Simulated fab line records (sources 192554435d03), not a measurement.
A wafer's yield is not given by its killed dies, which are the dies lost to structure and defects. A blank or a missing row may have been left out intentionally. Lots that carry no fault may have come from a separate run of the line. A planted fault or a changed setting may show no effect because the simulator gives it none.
Struck lot and sound lot, side by side :: flow n5-finfet :: 14 steps out of a route of 1938
Sound: the wafers L862.3, L862.4, L862.5. The struck wafers were L861.3, L861.5, L861.6. At the end, the cause is stated.
For every step that has rows: the tool of each side, followed by ch and its chambers, followed by its first start. Under that, the readings that differ: sound wafers :: struck wafers :: difference of the means :: sigmas: that difference in standard deviations of wafers without a fault.
alike: a reading whose means differ by less than 2 such deviations, as well as words and numbers matching on both sides. not compared: withheld readings; readings where some wafer has no value; bounds like >300 that might hide an equal value; numbers whose values overlap and for which the record gives no deviation.
The two part at a step that has a row with sigmas, a row that says differs or no value, or rows on one side only. When numbers do not overlap yet have no deviation, they are printed without sigmas and do not part them. A reading that every wafer of one side lacks parts them only if that side has two wafers or more.

first, 1 step without rows for these wafers: N5_BEOL_M4_STRIP_75 (strips in N2/H2).
N5_BEOL_M4_STRIP_66: strips in CF4.
  sound on rie-diel-02 ch 1,3, day 10 22:45; struck on rie-diel-02 ch 0,1,3, day 10 18:52
  alike: drypump-motor-current-A, oes-product-au, rf-vpp-V, showerhead-plenum-p-Torr, throttle-valve-pct
  not compared: rf-hours-counter-h
N5_BEOL_M4_HM_OPEN_17: chemistry Cl2/BCl3, target TiN, target depth 20 nm, overetch 6 nm.
  sound on rie-metal-01 ch 0,1, day 10 22:49; struck on rie-metal-01 ch 0,1, day 10 18:56
  alike: bcl3-flow-sccm, drypump-motor-current-A, mfc-ar-sccm, oes-product-au, throttle-valve-pct
  not compared: rf-hours-counter-h
N5_BEOL_M4_STRIP_19: strips in O2.
  sound on rie-diel-04 ch 0,1, day 10 23:02; struck on rie-diel-04 ch 0,1, day 10 19:02
  alike: drypump-motor-current-A, oes-product-au, rf-vpp-V, showerhead-plenum-p-Torr, throttle-valve-pct
  not compared: rf-hours-counter-h
N5_BEOL_M4_CD_MEAS_18: pitch 36 nm, target cd 18 nm.
  struck on cd-sem-02, day 10 19:06; sound on cd-sem-02, day 10 23:07
  alike: cd-nm
then, 7 steps without rows for these wafers: N5_BEOL_M4_COAT_67 (time 60 s, resist thk 60 nm); N5_BEOL_M4_COAT_68 (time 60 s, resist thk 12 nm); N5_BEOL_M4_COAT_76 (time 60 s, resist thk 5 nm); N5_BEOL_M4_COAT_22 (resist thk 30 nm); N5_BEOL_M4_EBR_24; N5_BEOL_M4_SOFTBAKE_23 (time 60 s); N5_BEOL_M4_EXPOSE_25 (exposes mask V3, defocus 5 nm).
N5_BEOL_M4_PEB_26: peb time 60 s.
  sound on litho-track-02 ch 0, day 10 23:22; struck on litho-track-02, day 10 19:21
  no value came back on the struck wafers for chill-plate-temp-C (C), exhaust-pa (Pa); on the sound wafers chill-plate-temp-C (C) reads 22.83 22.84 22.93
then, 1 step without rows for these wafers: N5_BEOL_M4_DEVELOP_27 (develop time 30 s).

== WHERE THEY PART ==
Within this record, at N5_BEOL_M4_PEB_26 only.

WHY: what the simulator had put in
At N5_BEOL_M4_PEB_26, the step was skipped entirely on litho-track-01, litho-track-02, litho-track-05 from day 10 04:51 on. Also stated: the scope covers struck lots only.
